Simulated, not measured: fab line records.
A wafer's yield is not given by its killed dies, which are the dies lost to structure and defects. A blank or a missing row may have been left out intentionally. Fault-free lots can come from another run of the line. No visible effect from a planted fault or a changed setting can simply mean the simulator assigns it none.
fab line records	flow nandHarc
record lots=13	wafers=39	lastDay=33
route steps=1302 shown P_ZERO_WELL@26 P_STI@100 P_GATE@122 END@1302
lots that met no fault: taken from a fault-free run of the same line
startH: start of the lot's first displayed wafer, in hours after the record's first day	waitH: how many hours have passed since the lot's step before this one	" identical to the entry in the row above	L1.1+2: a row that stands for several wafers	- no value, or no start given	* or withheld: withheld	< > ~ a bound
route shown NAME@n: names a module that has steps shown in the file, with the first one's number in the route	usual: mean/standard deviation taken from wafers without a fault	same: alike in all rows	chamber/n: place in a boat	sites: per-site readings	_std_site: standard deviation across them	_edge_site: inner sites' mean taken away from outer sites' mean	radiusMm: how far each site lies from the wafer's centre	mask NAME#n: copy n	behind: the last tool/chamber to shape the wafer	hold: why the lot was held/for how many hours/how that ended	device: the transistor (n, p or np) that didn't switch	end of line: the tests these same wafers got at the end of their route	for a step that has no rows: nothing shown but its recipe	killed: not the wafer's yield, but the dies lost to structure and defects at the first sort	map: a wafer's dies, x killed, . not, _ none there
set.NAME: setting as actually run; set.NAME@STEP: the setting as run at that earlier step	model.NAME: the simulator's own value behind a step, which no gauge read
steps of the route over a sample of lots; a table a step, a row a wafer
services: when a tool's chamber went out of use (startH, in hours from the record's first day, below 0 if earlier), for how many hours, and the reason
## steps
# step NHARC_P_ZERO_WELL_EXPOSE_21
# recipe na=0.6	targetCdNm=720	doseMj=22.31	maskId=P_NWELL
lot.wafer	tool	chamber	startH	waitH	mask
L602.1+2+5	krfScanner-03	0	22.47	-	P_NWELL#0
L603.2+3+5	krfScanner-03	0	32.44	-	P_NWELL#0
L604.3+5+6	krfScanner-02	0	46.13	-	P_NWELL#0
L606.2+3+5	krfScanner-03	0	62.31	-	P_NWELL#0
L609.1+2+3	krfScanner-02	0	92.30	-	P_PWELL#0
L610.1+3+6	krfScanner-02	0	102.17	-	P_NWELL#0
L615.4+5+6	krfScanner-02	0	152.44	-	P_NWELL#0
L617.1+2+3	krfScanner-04	0	172.34	-	P_NWELL#0
L618.1+4+5	krfScanner-03	0	182.45	-	P_NWELL#0
L619.2+4+5	krfScanner-02	0	192.42	-	P_NWELL#0
L621.1+2+5	krfScanner-02	0	212.44	-	P_NWELL#0
L622.1+2+5	krfScanner-04	0	222.42	-	P_NWELL#0
L623.1+2+5	krfScanner-03	0	232.29	-	P_NWELL#0
# step NHARC_P_ZERO_WELL_CD_MEAS_24
# recipe targetCdNm=720	landingEnergyEv=500
# usual cdNm=719.4/1.3
lot.wafer	tool	chamber	startH	waitH	cdNm
L602.1	cdSem-01	0	22.63	-	718.9
L602.2	"	0	"	"	719.9
L602.5	"	0	"	"	717.9
L603.2	cdSem-01	0	32.59	-	718.9
L603.3	"	0	"	"	719.1
L603.5	"	0	"	"	721.1
L604.3	cdSem-02	0	46.28	-	717.4
L604.5	"	0	"	"	718.1
L604.6	"	0	"	"	717.2
L606.2	cdSem-02	0	62.46	-	719.5
L606.3	"	0	"	"	719.8
L606.5	"	0	"	"	718.5
L609.1	cdSem-02	0	92.46	-	-
L609.2	"	0	"	"	-
L609.3	"	0	"	"	-
L610.1	cdSem-03	0	102.32	-	720.8
L610.3	"	0	"	"	720.1
L610.6	"	0	"	"	719.8
L615.4	cdSem-01	0	152.58	-	718.7
L615.5	"	0	"	"	718.6
L615.6	"	0	"	"	720.7
L617.1	cdSem-02	0	172.49	-	718.9
L617.2	"	0	"	"	720.0
L617.3	"	0	"	"	719.4
L618.1	cdSem-03	0	182.61	-	719.3
L618.4	"	0	"	"	718.9
L618.5	"	0	"	"	718.9
L619.2	cdSem-03	0	192.57	-	720.0
L619.4	"	0	"	"	719.4
L619.5	"	0	"	"	720.3
L621.1	cdSem-02	0	212.60	-	718.9
L621.2	"	0	"	"	715.8
L621.5	"	0	"	"	719.2
L622.1	cdSem-02	0	222.59	-	718.1
L622.2	"	0	"	"	719.8
L622.5	"	0	"	"	721.2
L623.1	cdSem-01	0	232.45	-	720.3
L623.2	"	0	"	"	721.4
L623.5	"	0	"	"	720.8
# step NHARC_P_STI_CMP_21
# recipe tOverpolishS=20	targetThkNm=380.67
# usual motorCurrentA=12.3/1.1	overpolishRunS=20.001/0.0086
lot.wafer	tool	chamber	startH	waitH	motorCurrentA	overpolishRunS
L602.2	cmp-04	2	63.70	0.4	13.7	19.987
L602.1	"	0	"	"	10.1	19.988
L602.5	"	3	"	"	12.0	19.997
L603.3	cmp-04	0	75.89	0.4	10.0	20.018
L603.2	"	2	"	"	13.8	20.003
L603.5	"	1	"	"	12.1	20.010
L604.3	cmp-04	2	84.49	0.4	13.7	19.986
L604.5	"	0	"	"	10.5	19.990
L604.6	"	1	"	"	12.1	19.990
L606.2	cmp-02	1	109.84	0.4	12.2	20.001
L606.3	"	3	"	"	10.9	20.011
L606.5	"	1	"	"	12.5	19.991
L610.1	cmp-01	1	146.54	0.4	12.8	19.994
L610.3	"	3	"	"	13.2	20.013
L610.6	"	1	"	"	12.6	20.003
L615.4	cmp-02	2	192.58	0.4	12.6	20.002
L615.6	"	2	"	"	12.6	20.016
L615.5	"	3	"	"	11.3	20.007
L617.3	cmp-04	3	213.65	0.4	12.0	20.007
L617.2	"	1	"	"	12.0	20.006
L617.1	"	2	"	"	14.0	19.992
L618.1	cmp-02	0	221.96	0.4	13.4	20.003
L618.4	"	1	"	"	12.6	20.003
L618.5	"	2	"	"	12.7	19.997
L619.2	cmp-01	3	232.08	0.4	13.2	20.006
L619.4	"	1	"	"	12.7	19.998
L619.5	"	2	"	"	13.5	20.005
L621.2	cmp-04	3	251.06	0.4	12.1	19.997
L621.1	"	1	"	"	11.6	20.001
L621.5	"	3	"	"	12.3	19.993
L622.2	cmp-04	2	264.99	0.4	14.4	19.994
L622.1	"	1	"	"	12.0	20.004
L622.5	"	3	"	"	12.6	20.013
L623.1	cmp-01	1	273.23	0.4	12.7	20.009
L623.2	"	0	"	"	10.7	20.009
L623.5	"	1	"	"	11.9	19.999
# step NHARC_P_GATE_CD_MEAS_11
# recipe targetCdNm=1640	landingEnergyEv=500
# usual cdNm=1639.4/1.2
lot.wafer	tool	chamber	startH	waitH	cdNm
L602.1	cdSem-01	0	80.66	-	1639.8
L602.2	"	0	"	"	1638.5
L602.5	"	0	"	"	1640.8
L603.2	cdSem-02	0	95.78	-	1640.2
L603.3	"	0	"	"	1640.1
L603.5	"	0	"	"	1638.3
L604.3	cdSem-03	0	104.68	-	1640.4
L604.5	"	0	"	"	1638.7
L604.6	"	0	"	"	1639.9
L606.2	cdSem-03	0	130.76	-	1639.9
L606.3	"	0	"	"	1639.2
L606.5	"	0	"	"	1640.5
L610.1	cdSem-03	0	163.50	-	1639.7
L610.3	"	0	"	"	1639.2
L610.6	"	0	"	"	1638.0
L615.4	cdSem-03	0	208.65	-	1640.1
L615.5	"	0	"	"	1640.3
L615.6	"	0	"	"	1640.4
L617.1	cdSem-03	0	227.70	-	1639.9
L617.2	"	0	"	"	1638.6
L617.3	"	0	"	"	1638.9
L618.1	cdSem-02	0	238.82	-	1639.6
L618.4	"	0	"	"	1640.9
L618.5	"	0	"	"	1640.5
L619.2	cdSem-01	0	248.65	-	1638.0
L619.4	"	0	"	"	1637.7
L619.5	"	0	"	"	1638.0
L621.1	cdSem-03	0	265.54	-	1637.1
L621.2	"	0	"	"	1639.9
L621.5	"	0	"	"	1638.1
L622.1	cdSem-01	0	281.97	-	1640.0
L622.2	"	0	"	"	1638.4
L622.5	"	0	"	"	1640.6
L623.1	cdSem-03	0	290.21	-	1639.6
L623.2	"	0	"	"	1639.2
L623.5	"	0	"	"	1637.2
# step NHARC_P_GATE_DESCUM_31
# recipe timeS=3	o2FlowSccm=200	arFlowSccm=0	biasPowerW=0	chemistry=O2
# usual drypumpMotorCurrentA=5.4/0.45	oesProductAu=0.997/0.01	rfVppV=57.7/0.95	showerheadPlenumPTorr=1.90/0.094	throttleValvePct=11.310/0.0088
# same timeS=3
lot.wafer	tool	chamber	startH	waitH	drypumpMotorCurrentA	oesProductAu	rfHoursCounterH	rfVppV	showerheadPlenumPTorr	throttleValvePct
L602.1	rieDiel-06	0	95.68	0.1	5.6	1.001	7.6	57.4	1.96	11.312
L602.2	"	1	"	"	5.6	0.992	6.4	56.7	1.78	11.302
L602.5	"	0	"	"	5.6	1.010	-	58.5	1.96	11.312
L603.2	rieDiel-03	2	109.86	0.1	5.2	1.015	6.6	58.8	2.05	11.316
L603.3	"	1	"	"	5.1	0.997	6.3	57.1	1.87	11.308
L603.5	"	2	"	"	5.2	1.021	-	58.5	2.05	11.333
L604.3	rieDiel-03	3	119.61	0.1	4.9	0.990	8.2	57.4	1.94	11.310
L604.5	"	1	"	"	5.1	1.004	-	58.8	1.87	11.305
L604.6	"	2	"	"	5.1	1.024	-	58.4	2.05	11.306
L606.2	rieDiel-13	3	147.53	0.1	5.5	0.990	8.4	58.5	2.03	11.309
L606.3	"	1	"	"	4.7	0.990	9.8	56.7	1.79	11.307
L606.5	"	0	"	"	5.7	1.004	-	57.0	1.89	11.310
L610.3	rieDiel-03	3	177.71	0.1	4.9	1.003	1.7	58.0	1.94	11.309
L610.1	"	1	"	"	5.1	1.004	2.8	57.8	1.87	11.324
L610.6	"	3	"	"	4.9	1.006	-	57.3	1.94	11.301
L615.4	rieDiel-06	1	222.52	0.1	5.6	0.994	5.5	57.5	1.78	11.319
L615.5	"	1	"	"	5.5	0.979	-	57.1	1.78	11.305
L615.6	"	2	"	"	5.2	0.979	-	57.8	1.83	11.313
L617.3	rieDiel-06	3	241.87	0.1	6.6	1.003	7.2	57.1	1.79	11.326
L617.1	"	0	"	"	5.6	1.007	7.3	57.0	1.96	11.309
L617.2	"	1	"	"	5.5	0.994	7.6	55.8	1.78	11.304
L618.4	rieDiel-13	2	255.99	0.1	4.9	1.001	1.2	58.8	1.95	11.303
L618.1	"	0	"	"	5.7	1.013	4.0	58.2	1.88	11.324
L618.5	"	3	"	"	5.5	0.988	-	58.4	2.03	11.317
L619.2	rieDiel-06	1	262.93	0.1	5.5	0.998	8.8	58.5	1.78	11.290
L619.4	"	0	"	"	5.6	0.997	8.1	59.1	1.96	11.316
L619.5	"	2	"	"	5.2	0.994	-	58.7	1.83	11.307
L621.2	rieDiel-13	0	283.91	0.1	5.7	0.999	5.0	56.3	1.88	11.305
L621.1	"	2	"	"	4.9	1.000	2.6	57.6	1.95	11.317
L621.5	"	0	"	"	5.7	1.002	-	58.5	1.88	11.306
L622.1	rieDiel-03	3	297.44	0.1	4.9	0.990	8.2	56.4	1.94	11.317
L622.2	"	2	"	"	5.1	0.984	8.6	58.7	2.04	11.309
L622.5	"	3	"	"	4.9	0.989	-	58.1	1.94	11.314
L623.2	rieDiel-13	0	310.38	0.1	5.8	0.999	7.4	56.8	1.88	11.317
L623.1	"	2	"	"	4.9	0.999	5.1	56.3	1.95	11.309
L623.5	"	0	"	"	5.7	0.999	-	56.2	1.88	11.309
# step NHARC_END_SORT_01
# recipe tempC=25
# usual killedAtArray=53/19	killedAtOther=0.8/1.2	killedAtPeriphery=3.7/2.3	killedDies=57/19	killedOpen=3.2/1.7	killedShort=2.6/1.8
# same grossDies=677
lot.wafer	tool	chamber	startH	waitH	killedAtArray	killedAtOther	killedAtPeriphery	killedDies	killedOpen	killedShort
L609.1	prober-01	0	632.97	2.5	73	2	602	677	2	1
L609.2	prober-01	0	633.78	2.8	80	0	597	677	4	3
L609.3	prober-01	0	634.59	3.1	64	0	613	677	6	3
# killed by level:class
L609.1 P_ZERO_WELL:areaExpose=601 A_SLIT:chamberFilmFlake=24 A_CHANNEL_HOLE_D2:chamberFilmFlake=13 A_CHANNEL_HOLE_D1:chamberFilmFlake=12 A_BONDPAD:chamberFilmFlake=7 A_BLC:chamberFilmFlake=5 A_STAIRCASE:chamberFilmFlake=3 A_CONTACT:chamberFilmFlake=3
L609.2 P_ZERO_WELL:areaExpose=596 A_SLIT:chamberFilmFlake=23 A_CHANNEL_HOLE_D1:chamberFilmFlake=22 A_CHANNEL_HOLE_D2:chamberFilmFlake=20 A_STAIRCASE:chamberFilmFlake=4 A_CHANNEL_HOLE_D1:geometricParticle:open=2 A_CHANNEL_HOLE_D1:geometricParticle:short=2 A_DECK1_JOINT:chamberFilmFlake=2
L609.3 P_ZERO_WELL:areaExpose=610 A_SLIT:chamberFilmFlake=22 A_CHANNEL_HOLE_D1:chamberFilmFlake=13 A_CHANNEL_HOLE_D2:chamberFilmFlake=8 A_STAIRCASE:chamberFilmFlake=4 A_SOURCE_PLATE:geometricParticle:open=2 A_CHANNEL_FILL_D1:geometricParticle:open=2 A_ZERO_WELL:chamberFilmFlake=2
## services
tool	chamber	startH	hours	kind
rieDiel-06	1	8.89	5.4	repair
cmp-04	-	13.00	4.0	pm
rieDiel-13	2	25.71	12.3	repair
rieDiel-13	-	30.83	0.2	repair
krfScanner-02	-	34.56	1.2	repair
krfScanner-03	-	52.00	4.0	pm
krfScanner-02	-	81.93	1.6	repair
krfScanner-03	-	85.35	1.7	repair
krfScanner-02	-	94.01	4.0	pm
cmp-04	-	111.00	4.0	pm
krfScanner-03	-	117.84	1.1	repair
krfScanner-02	-	124.85	1.7	repair
cmp-04	-	151.48	1.3	repair
cmp-04	-	177.38	0.5	repair
krfScanner-03	-	183.08	0.5	repair
cmp-04	-	209.00	4.0	pm
cmp-04	-	214.03	4.0	repair
krfScanner-03	-	220.72	1.7	repair
krfScanner-03	-	224.00	4.0	pm
krfScanner-02	-	266.01	4.0	pm
krfScanner-02	-	270.14	0.3	repair
krfScanner-02	-	293.07	1.7	repair
cmp-04	-	298.32	2.3	repair
cmp-04	-	307.04	4.0	pm
## key
firstSign step=NHARC_P_ZERO_WELL_EXPOSE_21	reading=mask	direction=changed
effect step=NHARC_P_ZERO_WELL_CD_MEAS_24	reading=cdNm	direction=missing
effect step=NHARC_END_SORT_01	reading=killedAtPeriphery	direction=up	sigmas=99+	usual=3.7	struck=604
moreKillsBornAt NHARC_P_ZERO_WELL_EXPOSE_21@krfScanner-02=1807
metAt NHARC_P_ZERO_WELL_EXPOSE_21
struckLots L609
laterRowsLeftOut L609.1,L609.2,L609.3
testerLeftOut L609
notActingAt NHARC_P_STI_CMP_21,NHARC_P_GATE_CD_MEAS_11,NHARC_P_GATE_DESCUM_31
onsetBetween 46.13 92.30
fault kind=wrongMask	tool=any	chamber=-	onsetH=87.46	steps=NHARC_P_ZERO_WELL_EXPOSE_21	auxCopy=P_PWELL#0	scope=struckLotsOnly
# testerLeftOut: of these lots the tester's yield and bins aren't shown, on N5 and GAA mostly nor the transistor test; their killed dies are dies lost to structure and defects alone, not to doping, threshold or leakage, so they don't give the yield
# laterRowsLeftOut: the simulator's readings of these wafers behind a module that went badly wrong aren't trusted and aren't shown, but for the sort
